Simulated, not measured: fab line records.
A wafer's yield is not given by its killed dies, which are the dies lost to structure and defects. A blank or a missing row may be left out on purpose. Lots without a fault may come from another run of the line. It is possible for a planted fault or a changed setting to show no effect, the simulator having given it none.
The tool behind it: which one? + flow n5 finfet + 23 lots, 69 wafers sampled, at 6 steps of a route of 1938

WHAT THE GAUGES READ, wafer by wafer
Not one reading of a measure or inspect step in the record can be checked against a usual standard deviation.

WHICH TOOL RAN EACH LOT (tool, then ch and the chambers of the sampled wafers, then the start)
| lot  | N5_BEOL_M0_SAQP_DESCUM_45          | N5_BEOL_M0_CUTY_DESCUM_61          | N5_BEOL_M0_STRIP_142               | N5_BEOL_M0_ETCH_109                | N5_BEOL_M0_ANNEAL_133        | N5_BEOL_M0_ANNEAL_119            |
|------|------------------------------------|------------------------------------|------------------------------------|------------------------------------|------------------------------|----------------------------------|
| L076 | rie diel-02 ch 0,1,3, day 6 10:05  | rie diel-01 ch 0,2, day 6 11:31    | rie diel-03 ch 2,3, day 6 12:43    | rie diel-05 ch 0,1,3, day 6 12:55  | pvd sputter-03, day 6 14:02  | rtp anneal-01 ch 0, day 6 14:23  |
| L075 | rie diel-06 ch 0,1,3, day 6 13:13  | rie diel-01 ch 0,3, day 6 14:47    | rie diel-01 ch 1,2,3, day 6 18:09  | rie diel-01 ch 1,2, day 6 18:20    | pvd sputter-03, day 6 20:01  | rtp anneal-02 ch 0, day 6 21:36  |
| L078 | rie diel-02 ch 1,3, day 6 23:04    | rie diel-05 ch 0,1,3, day 7 00:34  | rie diel-05 ch 0,1,3, day 7 04:10  | rie diel-05 ch 0,1,3, day 7 04:26  | pvd sputter-02, day 7 05:39  | rtp anneal-01 ch 0, day 7 06:30  |
| L074 | rie diel-02 ch 1,2, day 6 23:58    | rie diel-05 ch 2,3, day 7 01:22    | rie diel-05 ch 2,3, day 7 04:23    | rie diel-05 ch 2,3, day 7 04:36    | pvd sputter-03, day 7 05:56  | rtp anneal-02 ch 0, day 7 06:48  |
| L079 | rie diel-04 ch 0,3, day 7 00:07    | rie diel-01 ch 0,2, day 7 01:52    | rie diel-03 ch 2,3, day 7 04:20    | rie diel-05 ch 0,1, day 7 04:31    | pvd sputter-01, day 7 05:42  | rtp anneal-02 ch 0, day 7 06:37  |
| L080 | rie diel-02 ch 1,2, day 7 04:08    | rie diel-05 ch 0,2,3, day 7 05:38  | rie diel-03 ch 1,3, day 7 06:19    | rie diel-01 ch 0,2,3, day 7 06:31  | pvd sputter-01, day 7 08:59  | rtp anneal-02 ch 0, day 7 09:21  |
| L081 | rie diel-04 ch 1,3, day 7 09:06    | rie diel-01 ch 1,2,3, day 7 10:32  | rie diel-05 ch 1,2, day 7 13:49    | rie diel-03 ch 0,2,3, day 7 14:11  | pvd sputter-03, day 7 16:58  | rtp anneal-02 ch 0, day 7 17:23  |
| L082 | rie diel-06 ch 0,2,3, day 7 18:25  | rie diel-05 ch 2,3, day 7 19:59    | rie diel-03 ch 1,2,3, day 7 23:13  | rie diel-03 ch 0,1,3, day 7 23:25  | pvd sputter-03, day 8 00:45  | rtp anneal-02 ch 0, day 8 01:07  |
| L083 | rie diel-04 ch 0,1, day 7 23:10    | rie diel-05 ch 1,2,3, day 8 00:55  | rie diel-05 ch 1,3, day 8 04:50    | rie diel-05 ch 1,3, day 8 05:02    | pvd sputter-02, day 8 06:08  | rtp anneal-02 ch 0, day 8 06:29  |
| L084 | rie diel-04 ch 0,1, day 8 08:47    | rie diel-05 ch 0,3, day 8 10:28    | rie diel-05 ch 0,1,2, day 8 13:00  | rie diel-01 ch 0,1,2, day 8 13:35  | pvd sputter-01, day 8 14:39  | rtp anneal-01 ch 0, day 8 15:01  |
| L085 | rie diel-06 ch 1,2,3, day 8 10:16  | rie diel-01 ch 0,1,2, day 8 11:32  | rie diel-03 ch 0,2,3, day 8 13:06  | rie diel-05 ch 1,2,3, day 8 13:43  | pvd sputter-01, day 8 15:05  | rtp anneal-02 ch 0, day 8 15:30  |
| L086 | rie diel-04 ch 0,1,3, day 8 21:55  | rie diel-03 ch 1,2,3, day 9 01:15  | rie diel-05 ch 1,3, day 9 04:24    | rie diel-05 ch 0,3, day 9 04:35    | pvd sputter-03, day 9 06:47  | rtp anneal-02 ch 0, day 9 07:22  |
| L087 | rie diel-04 ch 0,1,3, day 9 05:32  | rie diel-01 ch 1,2,3, day 9 07:07  | rie diel-03 ch 2,3, day 9 10:51    | rie diel-01 ch 0,1,3, day 9 11:02  | pvd sputter-01, day 9 12:46  | rtp anneal-01 ch 0, day 9 13:25  |
| L088 | rie diel-06 ch 0,1,3, day 9 09:23  | rie diel-05 ch 0,1,2, day 9 10:40  | rie diel-03 ch 2,3, day 9 11:40    | rie diel-03 ch 0,1,2, day 9 11:52  | pvd sputter-03, day 9 14:35  | rtp anneal-02 ch 0, day 9 15:00  |
| L090 | rie diel-04 ch 0,1,3, day 9 15:49  | rie diel-01 ch 0,2,3, day 9 17:05  | rie diel-01 ch 1,2,3, day 9 18:14  | rie diel-05 ch 0,3, day 9 18:37    | pvd sputter-02, day 9 20:54  | rtp anneal-02 ch 0, day 9 22:11  |
| L089 | rie diel-02 ch 1,2,3, day 9 16:44  | rie diel-05 ch 0,2,3, day 9 18:41  | rie diel-03 ch 0,1,2, day 9 20:04  | rie diel-01 ch 0,2,3, day 9 20:20  | pvd sputter-03, day 9 21:20  | rtp anneal-01 ch 0, day 9 22:19  |
| L091 | rie diel-06 ch 0,1, day 10 01:44   | rie diel-03 ch 0,1,2, day 10 03:30 | rie diel-03 ch 0,2, day 10 07:05   | rie diel-05 ch 2,3, day 10 07:17   | pvd sputter-02, day 10 09:15 | rtp anneal-01 ch 0, day 10 10:48 |
| L092 | rie diel-06 ch 0,2,3, day 10 05:13 | rie diel-01 ch 0,3, day 10 06:32   | rie diel-01 ch 1,3, day 10 07:25   | rie diel-05 ch 0,3, day 10 07:37   | pvd sputter-02, day 10 09:41 | rtp anneal-02 ch 0, day 10 10:44 |
| L093 | rie diel-06 ch 1,2,3, day 10 08:31 | rie diel-05 ch 0,1,3, day 10 10:00 | rie diel-03 ch 0,1,2, day 10 15:25 | rie diel-03 ch 0,2, day 10 15:38   | pvd sputter-03, day 10 18:37 | rtp anneal-02 ch 0, day 10 18:58 |
| L094 | rie diel-04 ch 1,3, day 10 22:20   | rie diel-03 ch 0,3, day 10 23:59   | rie diel-05 ch 0,1, day 11 01:10   | rie diel-03 ch 1,2,3, day 11 01:23 | pvd sputter-03, day 11 03:52 | rtp anneal-01 ch 0, day 11 04:14 |
| L095 | rie diel-04 ch 1,2,3, day 11 02:39 | rie diel-03 ch 0,1,3, day 11 05:14 | rie diel-03 ch 1,2,3, day 11 06:44 | rie diel-03 ch 0,1,3, day 11 07:02 | pvd sputter-03, day 11 12:23 | rtp anneal-02 ch 0, day 11 12:47 |
| L096 | rie diel-06 ch 0,1,3, day 11 09:27 | rie diel-05 ch 0,2,3, day 11 10:50 | rie diel-03 ch 1,2,3, day 11 17:47 | rie diel-01 ch 0,2,3, day 11 18:03 | pvd sputter-01, day 11 19:41 | rtp anneal-02 ch 0, day 11 20:05 |
| L097 | rie diel-02 ch 0,3, day 11 18:11   | rie diel-03 ch 0,2,3, day 11 19:44 | rie diel-05 ch 0,1, day 11 20:34   | rie diel-05 ch 0,3, day 11 20:45   | pvd sputter-01, day 11 22:29 | rtp anneal-01 ch 0, day 11 22:53 |
- N5_BEOL_M0_SAQP_DESCUM_45: chemistry O2, time 7 s.
- N5_BEOL_M0_CUTY_DESCUM_61: chemistry O2, time 7.9 s.
- N5_BEOL_M0_STRIP_142: strips in N2/H2, time 10 s.
- N5_BEOL_M0_ETCH_109: etches SiCN in CH3F/O2, target depth 8 nm, overetch 2.4 nm, time 27.4 s.
- N5_BEOL_M0_ANNEAL_133: time 60 s.
- N5_BEOL_M0_ANNEAL_119: time 90 s.

WHAT THE TOOLS THEMSELVES READ (means of the sampled wafers that have a number; where no wafer has one, the mark that the record gives instead)
N5_BEOL_M0_SAQP_DESCUM_45. Usual: drypump motor current A 5.8 A, standard deviation 0.34; oes product au 0.80 a.u., standard deviation 0.1; rf vpp V 243.1 V, standard deviation 1.4; showerhead plenum p Torr 2.09 Torr, standard deviation 0.079; throttle valve pct 20.44 %, standard deviation 0.24.
| lot  | tool        | drypump motor current A (A) | oes product au (a.u.) | rf vpp V (V) | showerhead plenum p Torr (Torr) | throttle valve pct (%) | flag |
|------|-------------|-----------------------------|-----------------------|--------------|---------------------------------|------------------------|------|
| L076 | rie diel-02 | 6.1                         | 0.80                  | 242.7        | 2.07                            | 20.46                  |      |
| L075 | rie diel-06 | 5.9                         | 0.83                  | 243.1        | 2.05                            | 20.43                  |      |
| L078 | rie diel-02 | 5.9                         | 0.81                  | 243.7        | 2.11                            | 20.54                  |      |
| L074 | rie diel-02 | 5.5                         | 0.88                  | 243.1        | 2.12                            | 20.43                  |      |
| L079 | rie diel-04 | 5.7                         | 0.80                  | 242.7        | 2.08                            | 20.36                  |      |
| L080 | rie diel-02 | 5.4                         | 0.88                  | 243.4        | 2.12                            | 20.42                  |      |
| L081 | rie diel-04 | 5.6                         | 0.80                  | 243.2        | 2.11                            | 20.27                  |      |
| L082 | rie diel-06 | 5.9                         | 0.84                  | 242.9        | 2.13                            | 20.37                  |      |
| L083 | rie diel-04 | 6.1                         | 0.68                  | 242.7        | 2.01                            | 20.78                  |      |
| L084 | rie diel-04 | 6.0                         | 0.67                  | 242.1        | 2.03                            | 20.69                  |      |
| L085 | rie diel-06 | 5.9                         | 0.76                  | 243.1        | 2.06                            | 20.51                  |      |
| L086 | rie diel-04 | 5.9                         | 0.73                  | 242.0        | 2.06                            | 20.55                  |      |
| L087 | rie diel-04 | 5.9                         | 0.72                  | 242.0        | 2.05                            | 20.55                  |      |
| L088 | rie diel-06 | 5.9                         | 0.91                  | 243.8        | 2.13                            | 20.35                  |      |
| L090 | rie diel-04 | 5.8                         | 0.72                  | 242.4        | 2.05                            | 20.55                  |      |
| L089 | rie diel-02 | 5.7                         | 0.85                  | 244.0        | 2.12                            | 20.48                  |      |
| L091 | rie diel-06 | 5.9                         | 0.95                  | 244.8        | 2.19                            | 20.16                  |      |
| L092 | rie diel-06 | 5.9                         | 0.81                  | 243.1        | 2.12                            | 20.40                  |      |
| L093 | rie diel-06 | 5.9                         | 0.85                  | 244.0        | 2.14                            | 20.40                  |      |
| L094 | rie diel-04 | 5.7                         | 0.71                  | 242.5        | 2.07                            | 20.47                  |      |
| L095 | rie diel-04 | 5.5                         | 0.74                  | 243.4        | 2.12                            | 20.50                  |      |
| L096 | rie diel-06 | 5.9                         | 0.88                  | 243.5        | 2.13                            | 20.37                  |      |
| L097 | rie diel-02 | 6.1                         | 0.81                  | 242.6        | 2.08                            | 20.44                  |      |

N5_BEOL_M0_CUTY_DESCUM_61. Usual: drypump motor current A 5.5 A, standard deviation 0.53; oes product au 0.81 a.u., standard deviation 0.071; rf vpp V 243.8 V, standard deviation 1.3; showerhead plenum p Torr 2.15 Torr, standard deviation 0.066; throttle valve pct 20.52 %, standard deviation 0.2.
| lot  | tool        | drypump motor current A (A) | oes product au (a.u.) | rf vpp V (V) | showerhead plenum p Torr (Torr) | throttle valve pct (%) | flag |
|------|-------------|-----------------------------|-----------------------|--------------|---------------------------------|------------------------|------|
| L076 | rie diel-01 | 5.4                         | 0.76                  | 243.6        | 2.17                            | 20.56                  |      |
| L075 | rie diel-01 | 6.0                         | 0.80                  | 242.7        | 2.13                            | 20.20                  |      |
| L078 | rie diel-05 | 5.5                         | 0.85                  | 243.7        | 2.10                            | 20.58                  |      |
| L074 | rie diel-05 | 5.3                         | 0.89                  | 244.7        | 2.22                            | 20.41                  |      |
| L079 | rie diel-01 | 5.4                         | 0.76                  | 243.9        | 2.16                            | 20.56                  |      |
| L080 | rie diel-05 | 5.5                         | 0.87                  | 245.1        | 2.16                            | 20.55                  |      |
| L081 | rie diel-01 | 5.2                         | 0.78                  | 243.3        | 2.17                            | 20.52                  |      |
| L082 | rie diel-05 | 4.9                         | 0.86                  | 245.8        | 2.22                            | 20.48                  |      |
| L083 | rie diel-05 | 5.3                         | 0.86                  | 244.5        | 2.16                            | 20.44                  |      |
| L084 | rie diel-05 | 5.7                         | 0.84                  | 243.3        | 2.11                            | 20.69                  |      |
| L085 | rie diel-01 | 5.5                         | 0.80                  | 244.2        | 2.14                            | 20.50                  |      |
| L086 | rie diel-03 | 5.6                         | 0.74                  | 243.1        | 2.08                            | 20.75                  |      |
| L087 | rie diel-01 | 5.2                         | 0.76                  | 244.1        | 2.16                            | 20.55                  |      |
| L088 | rie diel-05 | 5.8                         | 0.85                  | 243.3        | 2.10                            | 20.55                  |      |
| L090 | rie diel-01 | 5.5                         | 0.73                  | 244.4        | 2.15                            | 20.44                  |      |
| L089 | rie diel-05 | 5.4                         | 0.85                  | 244.3        | 2.16                            | 20.58                  |      |
| L091 | rie diel-03 | 5.4                         | 0.76                  | 243.9        | 2.13                            | 20.64                  |      |
| L092 | rie diel-01 | 6.0                         | 0.76                  | 243.2        | 2.12                            | 20.25                  |      |
| L093 | rie diel-05 | 5.4                         | 0.82                  | 243.2        | 2.10                            | 20.60                  |      |
| L094 | rie diel-03 | 6.1                         | 0.92                  | 245.3        | 2.23                            | 20.48                  |      |
| L095 | rie diel-03 | 5.7                         | 0.83                  | 244.2        | 2.18                            | 20.51                  |      |
| L096 | rie diel-05 | 5.5                         | 0.83                  | 244.2        | 2.15                            | 20.59                  |      |
| L097 | rie diel-03 | 5.7                         | 0.81                  | 244.2        | 2.17                            | 20.65                  |      |

N5_BEOL_M0_STRIP_142. Usual: drypump motor current A 5.6 A, standard deviation 0.49; oes product au 0.79 a.u., standard deviation 0.068; rf vpp V 59.1 V, standard deviation 0.94; showerhead plenum p Torr 2.58 Torr, standard deviation 0.096; throttle valve pct 23.82 %, standard deviation 0.12.
| lot  | tool        | drypump motor current A (A) | oes product au (a.u.) | rf vpp V (V) | showerhead plenum p Torr (Torr) | throttle valve pct (%) | flag |
|------|-------------|-----------------------------|-----------------------|--------------|---------------------------------|------------------------|------|
| L076 | rie diel-03 | 6.0                         | 0.73                  | 58.1         | 2.46                            | 23.89                  |      |
| L075 | rie diel-01 | 5.2                         | 0.78                  | 59.6         | 2.61                            | 23.57                  |      |
| L078 | rie diel-05 | 5.5                         | 0.85                  | 58.6         | 2.54                            | 23.80                  |      |
| L074 | rie diel-05 | 5.3                         | 0.89                  | 59.6         | 2.70                            | 23.73                  |      |
| L079 | rie diel-03 | 5.6                         | 0.75                  | 58.7         | 2.50                            | 23.87                  |      |
| L080 | rie diel-03 | 5.6                         | 0.78                  | 59.9         | 2.52                            | 23.87                  |      |
| L081 | rie diel-05 | 5.6                         | 0.88                  | 59.3         | 2.63                            | 23.83                  |      |
| L082 | rie diel-03 | 5.7                         | 0.75                  | 59.0         | 2.51                            | 23.87                  |      |
| L083 | rie diel-05 | 4.9                         | 0.84                  | 60.4         | 2.61                            | 23.80                  |      |
| L084 | rie diel-05 | 5.8                         | 0.86                  | 59.0         | 2.55                            | 23.84                  |      |
| L085 | rie diel-03 | 5.8                         | 0.73                  | 59.8         | 2.54                            | 23.89                  |      |
| L086 | rie diel-05 | 5.0                         | 0.83                  | 59.7         | 2.61                            | 23.80                  |      |
| L087 | rie diel-03 | 6.0                         | 0.70                  | 59.2         | 2.45                            | 23.92                  |      |
| L088 | rie diel-03 | 5.6                         | 0.73                  | 59.0         | 2.50                            | 23.90                  |      |
| L090 | rie diel-01 | 5.2                         | 0.76                  | 58.3         | 2.60                            | 23.59                  |      |
| L089 | rie diel-03 | 5.4                         | 0.76                  | 59.5         | 2.58                            | 23.87                  |      |
| L091 | rie diel-03 | 5.6                         | 0.75                  | 59.6         | 2.61                            | 23.88                  |      |
| L092 | rie diel-01 | 5.3                         | 0.74                  | 58.7         | 2.61                            | 23.62                  |      |
| L093 | rie diel-03 | 5.4                         | 0.76                  | 59.4         | 2.58                            | 23.88                  |      |
| L094 | rie diel-05 | 5.8                         | 0.82                  | 58.9         | 2.46                            | 23.94                  |      |
| L095 | rie diel-03 | 5.6                         | 0.84                  | 59.4         | 2.60                            | 23.81                  |      |
| L096 | rie diel-03 | 5.7                         | 0.82                  | 58.4         | 2.60                            | 23.82                  |      |
| L097 | rie diel-05 | 5.8                         | 0.81                  | 58.6         | 2.46                            | 23.95                  |      |

N5_BEOL_M0_ETCH_109. Usual: O2_flow_sccm 20.00 sccm, standard deviation 0.065; drypump motor current A 5.5 A, standard deviation 0.52; oes product au 0.69 a.u., standard deviation 0.047; rf vpp V 298.0 V, standard deviation 1.6; showerhead plenum p Torr 2.03 Torr, standard deviation 0.072; throttle valve pct 16.37 %, standard deviation 0.16.
| lot  | tool        | O2_flow_sccm (sccm) | drypump motor current A (A) | oes product au (a.u.) | rf vpp V (V) | showerhead plenum p Torr (Torr) | throttle valve pct (%) | flag |
|------|-------------|---------------------|-----------------------------|-----------------------|--------------|---------------------------------|------------------------|------|
| L076 | rie diel-05 | 19.99               | 5.5                         | 0.75                  | 297.3        | 2.01                            | 16.34                  |      |
| L075 | rie diel-01 | 19.92               | 5.1                         | 0.71                  | 298.2        | 2.05                            | 16.33                  |      |
| L078 | rie diel-05 | 19.98               | 5.5                         | 0.73                  | 297.4        | 2.00                            | 16.35                  |      |
| L074 | rie diel-05 | 19.99               | 4.9                         | 0.75                  | 299.8        | 2.13                            | 16.34                  |      |
| L079 | rie diel-05 | 19.96               | 5.8                         | 0.73                  | 296.6        | 1.94                            | 16.30                  |      |
| L080 | rie diel-01 | 20.01               | 5.5                         | 0.64                  | 298.7        | 2.06                            | 16.35                  |      |
| L081 | rie diel-03 | 19.98               | 5.7                         | 0.64                  | 297.5        | 2.01                            | 16.56                  |      |
| L082 | rie diel-03 | 19.99               | 5.7                         | 0.65                  | 297.1        | 2.00                            | 16.44                  |      |
| L083 | rie diel-05 | 20.02               | 5.3                         | 0.73                  | 296.9        | 2.00                            | 16.26                  |      |
| L084 | rie diel-01 | 19.99               | 5.5                         | 0.67                  | 298.2        | 2.05                            | 16.32                  |      |
| L085 | rie diel-05 | 20.00               | 5.3                         | 0.71                  | 298.3        | 2.06                            | 16.31                  |      |
| L086 | rie diel-05 | 19.95               | 5.7                         | 0.70                  | 297.2        | 2.01                            | 16.47                  |      |
| L087 | rie diel-01 | 20.05               | 5.6                         | 0.66                  | 298.8        | 2.04                            | 16.26                  |      |
| L088 | rie diel-03 | 20.00               | 5.4                         | 0.65                  | 297.4        | 2.03                            | 16.44                  |      |
| L090 | rie diel-05 | 20.06               | 5.2                         | 0.70                  | 298.1        | 2.06                            | 16.43                  |      |
| L089 | rie diel-01 | 19.98               | 5.5                         | 0.64                  | 298.2        | 2.05                            | 16.40                  |      |
| L091 | rie diel-05 | 20.08               | 5.3                         | 0.72                  | 299.6        | 2.12                            | 16.37                  |      |
| L092 | rie diel-05 | 19.93               | 5.7                         | 0.70                  | 297.8        | 2.00                            | 16.49                  |      |
| L093 | rie diel-03 | 19.97               | 5.6                         | 0.63                  | 298.1        | 2.05                            | 16.46                  |      |
| L094 | rie diel-03 | 20.05               | 5.6                         | 0.71                  | 298.8        | 2.06                            | 16.47                  |      |
| L095 | rie diel-03 | 20.02               | 5.7                         | 0.71                  | 298.7        | 2.08                            | 16.34                  |      |
| L096 | rie diel-01 | 20.01               | 5.5                         | 0.63                  | 297.9        | 2.05                            | 16.42                  |      |
| L097 | rie diel-05 | 20.06               | 5.7                         | 0.68                  | 296.7        | 2.00                            | 16.52                  |      |

N5_BEOL_M0_ANNEAL_133. Usual: 787 W for heater power w, sd 69.
| lot  | tool           | heater power w (W) | flag |
|------|----------------|--------------------|------|
| L076 | pvd sputter-03 | 770                |      |
| L075 | pvd sputter-03 | 731                |      |
| L078 | pvd sputter-02 | 933                |      |
| L074 | pvd sputter-03 | 749                |      |
| L079 | pvd sputter-01 | 814                |      |
| L080 | pvd sputter-01 | 812                |      |
| L081 | pvd sputter-03 | 786                |      |
| L082 | pvd sputter-03 | 735                |      |
| L083 | pvd sputter-02 | 788                |      |
| L084 | pvd sputter-01 | 769                |      |
| L085 | pvd sputter-01 | 800                |      |
| L086 | pvd sputter-03 | 770                |      |
| L087 | pvd sputter-01 | 792                |      |
| L088 | pvd sputter-03 | 767                |      |
| L090 | pvd sputter-02 | 877                |      |
| L089 | pvd sputter-03 | 737                |      |
| L091 | pvd sputter-02 | 814                |      |
| L092 | pvd sputter-02 | 799                |      |
| L093 | pvd sputter-03 | 761                |      |
| L094 | pvd sputter-03 | 772                |      |
| L095 | pvd sputter-03 | 744                |      |
| L096 | pvd sputter-01 | 804                |      |
| L097 | pvd sputter-01 | 790                |      |

N5_BEOL_M0_ANNEAL_119. Usual: 225.89 for wafer_temp_C_max, sd 0.26.
| lot  | tool          | wafer_temp_C_max | flag |
|------|---------------|------------------|------|
| L076 | rtp anneal-01 | 226.19           |      |
| L075 | rtp anneal-02 | 225.59           |      |
| L078 | rtp anneal-01 | 225.92           |      |
| L074 | rtp anneal-02 | 225.59           |      |
| L079 | rtp anneal-02 | 225.64           |      |
| L080 | rtp anneal-02 | 225.70           |      |
| L081 | rtp anneal-02 | 225.83           |      |
| L082 | rtp anneal-02 | 225.76           |      |
| L083 | rtp anneal-02 | 225.91           |      |
| L084 | rtp anneal-01 | 226.24           |      |
| L085 | rtp anneal-02 | 225.60           |      |
| L086 | rtp anneal-02 | 225.87           |      |
| L087 | rtp anneal-01 | 226.17           |      |
| L088 | rtp anneal-02 | 225.95           |      |
| L090 | rtp anneal-02 | 225.87           |      |
| L089 | rtp anneal-01 | 226.19           |      |
| L091 | rtp anneal-01 | 226.10           |      |
| L092 | rtp anneal-02 | 225.68           |      |
| L093 | rtp anneal-02 | 225.73           |      |
| L094 | rtp anneal-01 | 226.18           |      |
| L095 | rtp anneal-02 | 225.75           |      |
| L096 | rtp anneal-02 | 225.91           |      |
| L097 | rtp anneal-01 | 225.98           |      |

THE ANSWER, worked out from the rows above alone
Rule: take the mean of a lot's wafers that have a number; if it is more than 3 standard deviations from the usual mean, the lot is off. Also off: a lot with no number at a reading for which 4 or more lots have one. Where the step has rows for the other lots, those lots are counted as sound. First the gauges in route order, then the tools' own readings, where a lot's mean is used as printed above. The first step at which some lot is off is used, and at that step the reading that is off furthest; a lot without a number counts as furthest.
Across all readings shown, no lot is off: no conclusion can be drawn from this.

WHAT HAD BEEN PUT IN BY THE SIMULATOR
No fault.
